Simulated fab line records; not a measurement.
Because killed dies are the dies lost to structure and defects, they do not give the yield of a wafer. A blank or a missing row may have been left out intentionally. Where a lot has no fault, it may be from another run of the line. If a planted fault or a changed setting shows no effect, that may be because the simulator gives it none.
Which tool did it?	flow n5-finfet	24 lots, 72 wafers sampled, at 6 steps of a route of 1938

== WHAT EACH GAUGE READ, for each wafer ==
N5_BEOL_M3_THK_MEAS_01. Usual: M3_ILD_THK typically reads 79.1 nm, with standard deviation 1.
lot	measured	on	M3_ILD_THK (nm)	flag
L074	day 7 00:00	film-metro-02	77.2 78.6 78.1	
L075	day 7 04:49	film-metro-02	77.9 79.1 78.7	
L076	day 7 11:18	film-metro-02	77.8 78.4 78.5	
L077	day 7 12:11	film-metro-02	78.7 79.9 80.1	
L078	day 7 18:23	film-metro-01	77.2 79.6 78.6	
L079	day 8 01:23	film-metro-02	78.7 78.0 79.2	
L080	day 8 14:12	film-metro-02	77.9 78.5 80.6	
L081	day 8 15:37	film-metro-02	80.2 79.7 80.6	
L083	day 9 02:11	film-metro-01	79.4 79.7 80.7	
L082	day 9 02:26	film-metro-01	78.5 79.6 79.2	
L084	day 9 07:16	film-metro-01	79.0 80.2 80.7	
L085	day 9 13:49	film-metro-01	77.9 79.1 80.7	
L086	day 10 01:37	film-metro-02	78.7 78.9 80.0	
L087	day 10 08:58	film-metro-01	79.2 80.8 80.3	
L088	day 10 12:10	film-metro-01	76.9 77.7 78.2	
L089	day 10 21:44	film-metro-01	78.4 81.1 78.9	
L091	day 11 01:55	film-metro-01	78.2 81.0 80.5	
L090	day 11 02:42	film-metro-02	78.5 80.3 80.5	
L093	day 11 18:25	film-metro-02	78.3 79.0 79.7	
L092	day 11 19:45	film-metro-01	78.5 79.3 80.5	
L094	day 11 21:56	film-metro-01	79.0 81.0 80.4	
L096	day 12 07:43	film-metro-01	77.1 79.0 77.6	
L095	day 12 07:42	film-metro-01	79.9 80.8 81.6	
L097	day 12 16:55	film-metro-02	79.1 79.7 79.8	

== TOOL THAT RAN EACH LOT (tool first, then ch and the chambers of the sampled wafers, then the start) ==
lot	N5_BEOL_M2_ETCH_41	N5_BEOL_M2_DEGAS_44	N5_BEOL_M2_SPUTTER_81	N5_BEOL_M2_ANNEAL_87	N5_BEOL_M2_SPUTTER_94
L074	rie-diel-05 ch 1,2, day 6 18:53 or earlier	pvd-sputter-01, day 6 18:53	pvd-sputter-02, day 6 21:30	pvd-sputter-02, day 6 21:48	pvd-sputter-02, day 6 22:36
L075	rie-diel-02 ch 1,2, day 6 23:33 or earlier	pvd-sputter-01, day 6 23:33	pvd-sputter-03, day 7 02:15	pvd-sputter-03, day 7 02:33	pvd-sputter-03, day 7 03:21
L076	rie-diel-05 ch 0,3, day 7 07:19 or earlier	pvd-sputter-01, day 7 07:19	pvd-sputter-03, day 7 08:48	pvd-sputter-03, day 7 09:06	pvd-sputter-03, day 7 09:54
L077	rie-diel-02 ch 0,2,3, day 7 07:22 or earlier	pvd-sputter-03, day 7 07:22	pvd-sputter-01, day 7 09:40	pvd-sputter-01, day 7 09:58	pvd-sputter-01, day 7 10:46
L078	rie-diel-06 ch 2,3, day 7 14:21 or earlier	pvd-sputter-03, day 7 14:21	pvd-sputter-02, day 7 15:35	pvd-sputter-02, day 7 15:53	pvd-sputter-02, day 7 16:41
L079	rie-diel-02 ch 1,2,3, day 7 21:44 or earlier	pvd-sputter-01, day 7 21:44	pvd-sputter-02, day 7 22:54	pvd-sputter-02, day 7 23:12	pvd-sputter-02, day 8 00:00
L080	rie-diel-06 ch 2,3, day 8 10:23 or earlier	pvd-sputter-01, day 8 10:23	pvd-sputter-01, day 8 11:37	pvd-sputter-01, day 8 11:58	pvd-sputter-01, day 8 12:48
L081	rie-diel-06 ch 2,3, day 8 10:42 or earlier	pvd-sputter-01, day 8 10:42	pvd-sputter-03, day 8 12:58	pvd-sputter-03, day 8 13:16	pvd-sputter-03, day 8 14:04
L083	rie-diel-06 ch 0,1, day 8 22:38 or earlier	pvd-sputter-02, day 8 22:38	pvd-sputter-03, day 8 23:41	pvd-sputter-03, day 8 23:59	pvd-sputter-03, day 9 00:47
L082	rie-diel-02 ch 1,2,3, day 8 22:43 or earlier	pvd-sputter-02, day 8 22:43	pvd-sputter-02, day 8 23:56	pvd-sputter-02, day 9 00:14	pvd-sputter-02, day 9 01:02
L084	rie-diel-02 ch 1,2, day 9 03:21 or earlier	pvd-sputter-03, day 9 03:21	pvd-sputter-02, day 9 04:45	pvd-sputter-02, day 9 05:03	pvd-sputter-02, day 9 05:51
L085	rie-diel-05 ch 0,1,2, day 9 10:10 or earlier	pvd-sputter-03, day 9 10:10	pvd-sputter-02, day 9 11:18	pvd-sputter-02, day 9 11:36	pvd-sputter-02, day 9 12:24
L086	rie-diel-02 ch 0,2, day 9 21:31 or earlier	pvd-sputter-03, day 9 21:31	pvd-sputter-03, day 9 22:35	pvd-sputter-03, day 9 22:53	pvd-sputter-03, day 9 23:41
L087	rie-diel-06 ch 1,3, day 10 05:13 or earlier	pvd-sputter-01, day 10 05:13	pvd-sputter-02, day 10 06:15	pvd-sputter-02, day 10 06:33	pvd-sputter-02, day 10 07:21
L088	rie-diel-05 ch 0,2, day 10 08:19 or earlier	pvd-sputter-01, day 10 08:19	pvd-sputter-02, day 10 09:37	pvd-sputter-02, day 10 09:55	pvd-sputter-02, day 10 10:43
L089	rie-diel-05 ch 0,1,2, day 10 15:56 or earlier	pvd-sputter-03, day 10 15:56	pvd-sputter-03, day 10 19:11	pvd-sputter-03, day 10 19:29	pvd-sputter-03, day 10 20:17
L091	rie-diel-02 ch 0,1, day 10 22:17 or earlier	pvd-sputter-01, day 10 22:17	pvd-sputter-01, day 10 23:25	pvd-sputter-01, day 10 23:43	pvd-sputter-01, day 11 00:31
L090	rie-diel-06 ch 1,2,3, day 10 23:01 or earlier	pvd-sputter-03, day 10 23:01	pvd-sputter-02, day 11 00:01	pvd-sputter-02, day 11 00:19	pvd-sputter-02, day 11 01:07
L093	rie-diel-05 ch 0,1,3, day 11 14:47 or earlier	pvd-sputter-01, day 11 14:47	pvd-sputter-03, day 11 15:53	pvd-sputter-03, day 11 16:11	pvd-sputter-03, day 11 16:59
L092	rie-diel-02 ch 0,2,3, day 11 15:55 or earlier	pvd-sputter-01, day 11 15:55	pvd-sputter-01, day 11 17:14	pvd-sputter-01, day 11 17:32	pvd-sputter-01, day 11 18:20
L094	rie-diel-02 ch 0,3, day 11 18:20 or earlier	pvd-sputter-03, day 11 18:20	pvd-sputter-03, day 11 19:26	pvd-sputter-03, day 11 19:44	pvd-sputter-03, day 11 20:32
L096	rie-diel-02 ch 0,3, day 12 04:02 or earlier	pvd-sputter-03, day 12 04:02	pvd-sputter-02, day 12 05:13	pvd-sputter-02, day 12 05:31	pvd-sputter-02, day 12 06:19
L095	rie-diel-02 ch 0,1, day 12 04:09 or earlier	pvd-sputter-01, day 12 04:09	pvd-sputter-03, day 12 05:09	pvd-sputter-03, day 12 05:27	pvd-sputter-03, day 12 06:15
L097	rie-diel-02 ch 1,2,3, day 12 13:17 or earlier	pvd-sputter-02, day 12 13:17	pvd-sputter-02, day 12 14:25	pvd-sputter-02, day 12 14:43	pvd-sputter-02, day 12 15:31
- N5_BEOL_M2_ETCH_41: etches SiCN in CH3F/O2, target depth 29.9 nm, time 52.5 s.
- N5_BEOL_M2_DEGAS_44: time 60 s.
- N5_BEOL_M2_SPUTTER_81: material Cu, target thk 4.5 nm, time 8.29 s.
- N5_BEOL_M2_ANNEAL_87: time 240 s.
- N5_BEOL_M2_SPUTTER_94: material Cu, target thk 4.5 nm, time 8.29 s.

== WHAT THE TOOLS THEMSELVES READ (means of the sampled wafers that have a number; where no wafer has one, the mark that the record gives instead) ==
N5_BEOL_M2_ETCH_41. Usual: chamber-pressure-mTorr 30.00 mTorr, standard deviation 0.03; drypump-motor-current-A 5.9 A, standard deviation 0.39; oes-product-au 0.83 a.u., standard deviation 0.1; rf-vpp-V 297.6 V, standard deviation 1.7; showerhead-plenum-p-Torr 2.01 Torr, standard deviation 0.074; throttle-valve-pct 16.30 %, standard deviation 0.27.
lot	tool	chamber-pressure-mTorr (mTorr)	drypump-motor-current-A (A)	oes-product-au (a.u.)	rf-vpp-V (V)	showerhead-plenum-p-Torr (Torr)	throttle-valve-pct (%)	flag
L074	rie-diel-05	29.99	5.6	0.68	297.4	2.00	16.58	
L075	rie-diel-02	29.99	5.6	0.73	297.2	1.96	16.49	
L076	rie-diel-05	30.00	5.7	0.95	297.5	2.02	16.25	
L077	rie-diel-02	29.99	6.1	0.85	297.2	2.00	16.23	
L078	rie-diel-06	29.96	5.8	0.79	297.6	2.02	16.36	
L079	rie-diel-02	30.01	6.0	0.85	297.4	2.00	16.24	
L080	rie-diel-06	30.00	5.8	0.76	297.0	2.02	16.38	
L081	rie-diel-06	29.99	5.8	0.76	297.4	2.02	16.38	
L083	rie-diel-06	30.02	5.5	0.91	299.6	2.11	16.32	
L082	rie-diel-02	29.99	5.9	0.83	296.9	2.00	16.26	
L084	rie-diel-02	29.97	5.6	0.89	297.4	1.95	16.21	
L085	rie-diel-05	30.01	5.7	0.83	298.4	2.04	16.47	
L086	rie-diel-02	29.99	6.0	0.86	296.4	1.95	16.24	
L087	rie-diel-06	30.00	5.5	0.88	296.5	1.99	16.33	
L088	rie-diel-05	29.99	5.9	0.73	298.6	2.06	16.67	
L089	rie-diel-05	29.97	5.7	0.81	299.5	2.04	16.49	
L091	rie-diel-02	30.02	5.8	0.90	296.0	1.96	16.08	
L090	rie-diel-06	30.00	5.7	0.83	298.3	2.05	16.30	
L093	rie-diel-05	29.98	5.6	0.88	297.3	2.01	16.30	
L092	rie-diel-02	29.99	6.1	0.79	296.7	1.99	16.31	
L094	rie-diel-02	29.99	6.3	0.83	297.3	2.00	16.14	
L096	rie-diel-02	30.01	6.3	0.83	297.8	2.00	16.16	
L095	rie-diel-02	30.00	5.9	0.87	297.0	1.95	16.10	
L097	rie-diel-02	29.99	6.0	0.79	296.6	1.99	16.32	

N5_BEOL_M2_DEGAS_44. Usual: heater-power-w 359 W, standard deviation 46; susceptor-temp-C 250.02 C, standard deviation 0.19.
lot	tool	heater-power-w (W)	susceptor-temp-C (C)	flag
L074	pvd-sputter-01	354	249.99	
L075	pvd-sputter-01	354	249.85	
L076	pvd-sputter-01	341	250.05	
L077	pvd-sputter-03	384	250.00	
L078	pvd-sputter-03	406	250.00	
L079	pvd-sputter-01	345	249.81	
L080	pvd-sputter-01	351	250.31	
L081	pvd-sputter-01	357	249.95	
L083	pvd-sputter-02	317	249.92	
L082	pvd-sputter-02	339	250.08	
L084	pvd-sputter-03	400	250.06	
L085	pvd-sputter-03	393	250.13	
L086	pvd-sputter-03	355	250.02	
L087	pvd-sputter-01	354	249.94	
L088	pvd-sputter-01	344	250.11	
L089	pvd-sputter-03	418	250.08	
L091	pvd-sputter-01	334	250.04	
L090	pvd-sputter-03	421	250.07	
L093	pvd-sputter-01	356	250.05	
L092	pvd-sputter-01	352	250.05	
L094	pvd-sputter-03	399	249.84	
L096	pvd-sputter-03	408	250.16	
L095	pvd-sputter-01	357	250.11	
L097	pvd-sputter-02	316	249.93	

N5_BEOL_M2_SPUTTER_81. Usual: susceptor-temp-C -20.00 C, standard deviation 0.1; throttle-valve-pct 29.9 %, standard deviation 0.64.
lot	tool	susceptor-temp-C (C)	throttle-valve-pct (%)	flag
L074	pvd-sputter-02	-19.98	30.0	
L075	pvd-sputter-03	-20.00	29.2	
L076	pvd-sputter-03	-19.99	29.9	
L077	pvd-sputter-01	-19.86	30.3	
L078	pvd-sputter-02	-19.97	30.2	
L079	pvd-sputter-02	-20.01	29.7	
L080	pvd-sputter-01	-20.06	30.4	
L081	pvd-sputter-03	-19.99	29.9	
L083	pvd-sputter-03	-20.05	30.0	
L082	pvd-sputter-02	-20.03	30.0	
L084	pvd-sputter-02	-20.00	30.5	
L085	pvd-sputter-02	-19.97	30.3	
L086	pvd-sputter-03	-20.06	29.6	
L087	pvd-sputter-02	-19.94	29.7	
L088	pvd-sputter-02	-20.08	30.2	
L089	pvd-sputter-03	-19.91	29.3	
L091	pvd-sputter-01	-20.04	30.3	
L090	pvd-sputter-02	-19.98	30.5	
L093	pvd-sputter-03	-19.85	30.1	
L092	pvd-sputter-01	-19.92	30.3	
L094	pvd-sputter-03	-20.09	29.6	
L096	pvd-sputter-02	-19.99	29.6	
L095	pvd-sputter-03	-19.99	29.6	
L097	pvd-sputter-02	-20.11	29.3	

N5_BEOL_M2_ANNEAL_87. Usual: heater-power-w 871 W, standard deviation 120; susceptor-temp-C 400.01 C, standard deviation 0.23.
lot	tool	heater-power-w (W)	susceptor-temp-C (C)	flag
L074	pvd-sputter-02	807	400.22	
L075	pvd-sputter-03	852	400.08	
L076	pvd-sputter-03	1058	400.08	
L077	pvd-sputter-01	877	400.31	
L078	pvd-sputter-02	865	399.86	
L079	pvd-sputter-02	834	399.82	
L080	pvd-sputter-01	850	399.96	
L081	pvd-sputter-03	1010	399.89	
L083	pvd-sputter-03	1026	399.91	
L082	pvd-sputter-02	796	400.16	
L084	pvd-sputter-02	756	400.03	
L085	pvd-sputter-02	805	400.08	
L086	pvd-sputter-03	950	400.14	
L087	pvd-sputter-02	843	400.11	
L088	pvd-sputter-02	794	399.92	
L089	pvd-sputter-03	877	400.00	
L091	pvd-sputter-01	912	400.14	
L090	pvd-sputter-02	819	400.02	
L093	pvd-sputter-03	1006	399.87	
L092	pvd-sputter-01	849	400.10	
L094	pvd-sputter-03	937	400.05	
L096	pvd-sputter-02	789	399.83	
L095	pvd-sputter-03	945	399.81	
L097	pvd-sputter-02	851	399.85	

N5_BEOL_M2_SPUTTER_94. Usual: susceptor-temp-C -20.01 C, standard deviation 0.096; throttle-valve-pct 29.8 %, standard deviation 0.62.
lot	tool	susceptor-temp-C (C)	throttle-valve-pct (%)	flag
L074	pvd-sputter-02	-20.01	30.1	
L075	pvd-sputter-03	-20.00	29.1	
L076	pvd-sputter-03	-20.03	30.0	
L077	pvd-sputter-01	-19.95	30.5	
L078	pvd-sputter-02	-20.00	30.0	
L079	pvd-sputter-02	-19.98	29.6	
L080	pvd-sputter-01	-20.04	30.4	
L081	pvd-sputter-03	-20.03	29.8	
L083	pvd-sputter-03	-20.03	29.9	
L082	pvd-sputter-02	-20.00	30.0	
L084	pvd-sputter-02	-20.07	30.4	
L085	pvd-sputter-02	-20.04	30.1	
L086	pvd-sputter-03	-19.93	29.7	
L087	pvd-sputter-02	-19.93	29.4	
L088	pvd-sputter-02	-19.98	30.0	
L089	pvd-sputter-03	-19.92	29.4	
L091	pvd-sputter-01	-19.98	30.3	
L090	pvd-sputter-02	-19.94	30.7	
L093	pvd-sputter-03	-19.97	29.8	
L092	pvd-sputter-01	-19.99	30.2	
L094	pvd-sputter-03	-19.93	29.5	
L096	pvd-sputter-02	-20.04	29.6	
L095	pvd-sputter-03	-20.06	29.8	
L097	pvd-sputter-02	-19.99	29.1	

== THE ANSWER, worked out from the rows above alone ==
Rule: lot off if the mean of its wafers having a number is beyond 3 standard deviations from the usual mean. A lot without any number at a reading at which 4 lots or more have one is off too. All remaining lots with rows at the step are treated as sound. The gauges are gone through in route order, then the tools' own readings, and for those a lot's mean is taken as printed above. The first step at which some lot is off is used, and at that step the reading that is off furthest; a lot without a number counts as furthest.
No lot is off at any reading shown: from this, nothing can be told.

== WHAT HAD BEEN PUT IN BY THE SIMULATOR ==
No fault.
